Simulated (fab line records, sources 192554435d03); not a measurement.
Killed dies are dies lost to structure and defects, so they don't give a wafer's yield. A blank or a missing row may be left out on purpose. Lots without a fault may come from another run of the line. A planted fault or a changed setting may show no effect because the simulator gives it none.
Chamber matching | flow n5_finfet | N5_BEOL_M5_PECVD_70 on pecvd-02: 3 sister chambers
The step deposits SiO2 from TEOS/O2, target thk 16 nm, time 18 s. 18 wafers are shown with their chamber, then 9 later ones without.

WAFERS WITH THEIR CHAMBER
wafer  | chamber | throttle_valve_pct (%) | showerhead_plenum_p_Torr (Torr) | heater_power_w (W)
L081.2 | 0       | 23.3                   | 8.88                            | 791
L081.3 | 1       | 24.8                   | 8.76                            | 663
L081.6 | 0       | 23.2                   | 8.88                            | 769
L082.1 | 0       | 23.7                   | 8.86                            | 731
L082.4 | 1       | 24.8                   | 8.76                            | 708
L082.5 | 2       | 21.2                   | 8.76                            | 642
L083.1 | 1       | 24.8                   | 8.76                            | 724
L083.3 | 0       | 23.4                   | 8.89                            | 779
L083.4 | 0       | 23.5                   | 8.89                            | 779
L084.1 | 1       | 24.9                   | 8.77                            | 634
L084.3 | 0       | 23.3                   | 8.87                            | 647
L084.6 | 0       | 23.1                   | 8.89                            | 651
L086.3 | 0       | 23.3                   | 8.89                            | 698
L086.5 | 2       | 21.5                   | 8.79                            | 716
L086.6 | 1       | 24.4                   | 8.76                            | 626
L089.2 | 1       | 24.8                   | 8.79                            | 673
L089.3 | 2       | 21.6                   | 8.79                            | 638
L089.4 | 0       | 23.2                   | 8.85                            | 755

SIGNATURES (means of the wafers above)
reading                  | chamber 0 | chamber 1 | chamber 2 | scatter within a chamber
throttle_valve_pct       | 23.333    | 24.750    | 21.433    | 0.183
showerhead_plenum_p_Torr | 8.8778    | 8.7667    | 8.7800    | 0.0144
heater_power_w           | 733.33    | 671.33    | 665.33    | 49.1
Rule: a wafer's distance from a chamber is the root of the sum, over the readings, of the square of ((its reading less the chamber's mean) divided by the reading's scatter). The wafer belongs to the nearest chamber; if the next one is less than 2 further off, it can't be placed. The scatter: the root of (the sum of the squares of (reading less its chamber's mean) over the shown wafers, divided by (wafers less chambers)).

WAFERS WITHOUT THEIR CHAMBER
wafer  | throttle_valve_pct (%) | showerhead_plenum_p_Torr (Torr) | heater_power_w (W)
L093.1 | 23.5                   | 8.88                            | 811
L093.4 | 23.4                   | 8.86                            | 802
L093.5 | 21.5                   | 8.76                            | 751
L094.1 | 24.8                   | 8.73                            | 675
L094.2 | 23.2                   | 8.86                            | 787
L094.4 | 24.5                   | 8.74                            | 689
L096.3 | 23.4                   | 8.89                            | 738
L096.4 | 24.6                   | 8.76                            | 595
L096.5 | 23.2                   | 8.90                            | 740

WHICH CHAMBER EACH WENT THROUGH
wafer  | from the rows above | in truth
L093.1 | 0                   | 0
L093.4 | 0                   | 0
L093.5 | 2                   | 2
L094.1 | 1                   | 1
L094.2 | 0                   | 0
L094.4 | 1                   | 1
L096.3 | 0                   | 0
L096.4 | 1                   | 1
L096.5 | 0                   | 0
Placed correctly: 9 of 9. Can't be placed from these rows: 0. Placed wrongly: 0.
